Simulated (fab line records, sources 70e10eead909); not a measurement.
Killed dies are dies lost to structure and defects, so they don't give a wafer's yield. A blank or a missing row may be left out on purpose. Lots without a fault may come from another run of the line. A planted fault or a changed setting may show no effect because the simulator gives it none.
Which tool did it? | flow nand_harc | 14 lots, 42 wafers sampled, at 2 steps of a route of 1302

WHAT THE GAUGES READ, wafer by wafer
NHARC_A_CHANNEL_HOLE_D2_OVL_MEAS_11. Usual: overlay_x_nm -0.1 nm, standard deviation 0.9; overlay_y_nm -0.1 nm, standard deviation 0.83.
lot  | measured     | on         | overlay_x_nm (nm) | overlay_y_nm (nm) | flag
L872 | day 13 15:27 | overlay-02 | 0.9 0.9 0.5       | -1.5 -1.3 -1.3    |
L873 | day 13 15:44 | overlay-01 | -1.3 -1.6 -1.4    | -0.3 -0.1 -0.2    |
L874 | day 14 03:49 | overlay-02 | 0.3 -0.4 0.0      | 0.0 -0.8 0.2      |
L876 | day 14 14:20 | overlay-02 | -0.6 -0.2 -0.3    | -0.6 -0.6 -0.7    |
L878 | day 15 21:14 | overlay-02 | -0.3 -1.2 -1.1    | 0.7 0.7 0.3       |
L880 | day 16 16:43 | overlay-01 | 0.4 -0.6 0.3      | 0.2 0.1 0.5       |
L885 | day 18 03:53 | overlay-02 | 0.9 0.5 0.2       | 0.6 0.7 0.9       |
L888 | day 20 07:51 | overlay-02 | 1.0 0.9 1.4       | -2.2 -1.6 -1.3    |
L889 | day 20 17:19 | overlay-02 | -1.0 -0.6 -1.2    | -0.3 -0.5 0.1     |
L891 | day 21 02:44 | overlay-01 | -0.1 -0.5 0.1     | -0.3 -0.3 -0.4    |
L892 | day 21 10:50 | overlay-01 | 0.1 -0.3 -0.2     | -1.9 -1.6 -1.7    |
L893 | day 22 00:05 | overlay-01 | 1.4 1.2 1.3       | 0.7 -0.2 0.6      |
L894 | day 22 10:26 | overlay-02 | 0.4 0.6 0.7       | -0.2 -0.8 -0.5    |
L895 | day 22 16:16 | overlay-01 | -1.8 -1.8 -1.8    | -0.5 -0.1 -0.2    |

WHICH TOOL RAN EACH LOT (tool, then ch and the chambers of the sampled wafers, then the start)
lot  | NHARC_A_CHANNEL_HOLE_D2_DEP_00
L872 | acl_dep-02 ch 0, day 13 12:43
L873 | acl_dep-03 ch 0, day 13 12:59
L874 | acl_dep-01 ch 0, day 14 01:31
L876 | acl_dep-03 ch 0, day 14 08:40
L878 | acl_dep-03 ch 0, day 15 18:28
L880 | acl_dep-02 ch 0, day 16 12:11
L885 | acl_dep-01 ch 0, day 18 01:29
L888 | acl_dep-03 ch 0, day 20 05:26
L889 | acl_dep-02 ch 0, day 20 14:35
L891 | acl_dep-02 ch 0, day 21 00:57
L892 | acl_dep-02 ch 0, day 21 08:07
L893 | acl_dep-03 ch 0, day 21 21:59
L894 | acl_dep-02 ch 0, day 22 07:43
L895 | acl_dep-01 ch 0, day 22 14:14
- NHARC_A_CHANNEL_HOLE_D2_DEP_00: deposits aC, target thk 3100 nm.

WHAT THE TOOLS THEMSELVES READ (means of the sampled wafers that have a number; where no wafer has one, the mark that the record gives instead)
NHARC_A_CHANNEL_HOLE_D2_DEP_00. Usual: throttle_valve_pct 35.000 %, standard deviation 0.0089.
lot  | tool       | throttle_valve_pct (%) | flag
L872 | acl_dep-02 | 34.994                 |
L873 | acl_dep-03 | 35.007                 |
L874 | acl_dep-01 | 34.991                 |
L876 | acl_dep-03 | 35.001                 |
L878 | acl_dep-03 | 35.001                 |
L880 | acl_dep-02 | 34.997                 |
L885 | acl_dep-01 | 35.000                 |
L888 | acl_dep-03 | 35.004                 |
L889 | acl_dep-02 | 34.998                 |
L891 | acl_dep-02 | 34.992                 |
L892 | acl_dep-02 | 35.001                 |
L893 | acl_dep-03 | 34.990                 |
L894 | acl_dep-02 | 34.998                 |
L895 | acl_dep-01 | 34.992                 |

THE ANSWER, worked out from the rows above alone
Rule: a lot is off if the mean of its wafers that have a number lies more than 3 standard deviations from the usual mean. A lot without any number at a reading at which 4 lots or more have one is off too. The other lots that the step has rows for count as sound. The gauges are gone through in route order, then the tools' own readings, and for those a lot's mean is taken as printed above. The first step at which some lot is off is used, and at that step the reading that is off furthest; a lot without a number counts as furthest.
No lot is off at any reading shown: from this, nothing can be told.

WHAT THE SIMULATOR HAD PUT IN
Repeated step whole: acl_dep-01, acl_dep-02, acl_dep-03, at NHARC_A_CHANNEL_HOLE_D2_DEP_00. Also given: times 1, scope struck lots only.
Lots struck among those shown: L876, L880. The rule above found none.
